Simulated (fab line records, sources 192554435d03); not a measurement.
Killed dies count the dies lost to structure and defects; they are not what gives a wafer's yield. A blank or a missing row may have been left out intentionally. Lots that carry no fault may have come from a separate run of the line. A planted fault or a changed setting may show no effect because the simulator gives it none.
Split-lot trial    flow n5-finfet    route with 1938 steps; 7 lots, 21 wafers read

## ABOUT THE SPLIT
At N5_MIM_TOP_ALD_01 (deposits HfO2, target thk 5.6 nm, pulse time 1 s, purge time 3 s), the setting ald-cycles was moved away from the recipe's 62 on 7 of the 21 wafers read, by -16.1% to +8.1%. For the rest of the wafers, this setting stayed at what the recipe calls for.

The split's own step is where the reading is taken.

## THE READING
HfO2_of_MIM_TOP_ALD_01.thk-nm (the simulator's own value, which no gauge read), in nm, at N5_MIM_TOP_ALD_01 (deposits HfO2, target thk 5.6 nm, pulse time 1 s, purge time 3 s). There is no usual value for it anywhere in the file.

wafer   tool, chamber at the split  ald-cycles as run  against the recipe  HfO2_of_MIM_TOP_ALD_01.thk-nm, nm  against lot-mates on the recipe
L074.2  ald-hk-01, 1                62                 recipe              5.6                                -
L074.3  ald-hk-01, 3                57                 -8.1%               5.2                                -0.4
L074.6  ald-hk-01, 3                57                 -8.1%               5.2                                -0.4
L078.4  ald-hk-03, 0,0,1            62                 recipe              5.6                                -
L078.5  ald-hk-03, 0,0,1            62                 recipe              5.6                                -
L078.6  ald-hk-03, 0,0,1            62                 recipe              5.6                                -
L080.1  ald-hk-02, 1,2              67                 +8.1%               6                                  +0.4
L080.6  ald-hk-02, 1,2              67                 +8.1%               6                                  +0.4
L080.5  ald-hk-02, 3                62                 recipe              5.6                                -
L081.3  ald-hk-02, 3,0              62                 recipe              5.6                                -
L081.4  ald-hk-02, 3,0              62                 recipe              5.6                                -
L081.5  ald-hk-02, 0                55                 -11.3%              5                                  -0.6
L089.2  ald-hk-02, 1,2,0            62                 recipe              5.6                                -
L089.4  ald-hk-02, 1,2,0            62                 recipe              5.6                                -
L089.5  ald-hk-02, 1,2,0            62                 recipe              5.6                                -
L092.1  ald-hk-02, 1,3              52                 -16.1%              4.8                                -0.8
L092.3  ald-hk-02, 1,3              52                 -16.1%              4.8                                -0.8
L092.5  ald-hk-02, 0                62                 recipe              5.6                                -
L095.1  ald-hk-01, 2,1,0            62                 recipe              5.6                                -
L095.2  ald-hk-01, 2,1,0            62                 recipe              5.6                                -
L095.3  ald-hk-01, 2,1,0            62                 recipe              5.6                                -
Rows listing several chambers each stand for several wafers; the file does not say which wafer went through which chamber.

THE FIT
A straight line over all 21 wafers: HfO2_of_MIM_TOP_ALD_01.thk-nm changes by +0.0501 nm for each +1% of ald-cycles; r = +1.00; the points scatter about the line by 0.0085 nm.
The same after taking each lot's own level away (the mean of its wafers on the recipe; 21 wafers): +0.0501 nm for each +1%; r = +1.00; scatter 0.0085 nm.
That fit puts the effect of the largest move of ald-cycles on the reading at 0.81 nm.
The lots' own levels span 5.60 to 5.60 nm.
The two slopes are in agreement: the lot-to-lot level therefore moves the slope only a little.
Check: -0.812 nm against its lot-mates is what the line predicts for one of the wafers moved furthest among these (-16.1%) when that wafer is left out of the fit. Against them it came out at -0.8 nm.

## OTHER SPLITS ON THESE WAFERS
Other splits were also applied to these wafers ahead of the reading. Each is held against what the fit with the lots' levels taken away leaves over:
other split on the same wafers     wafers away from the commonest value  r with HfO2_of_MIM_TOP_ALD_01.thk-nm (lot level and that fit taken away)
N5_BEOL_M11_EXPOSE_25 dose-mj      8                                     +0.14
N5_BEOL_M12_CMP_49 down-force-psi  6                                     -0.09
N5_BEOL_M13_COAT_65 spin-rpm       7                                     -0.31
N5_BEOL_M14_EXPOSE_25 dose-mj      9                                     +0.33

## FILE'S OWN FIT
HfO2_of_MIM_TOP_ALD_01.thk-nm changes by +0.0505 nm for each +1% of ald-cycles, r = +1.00.
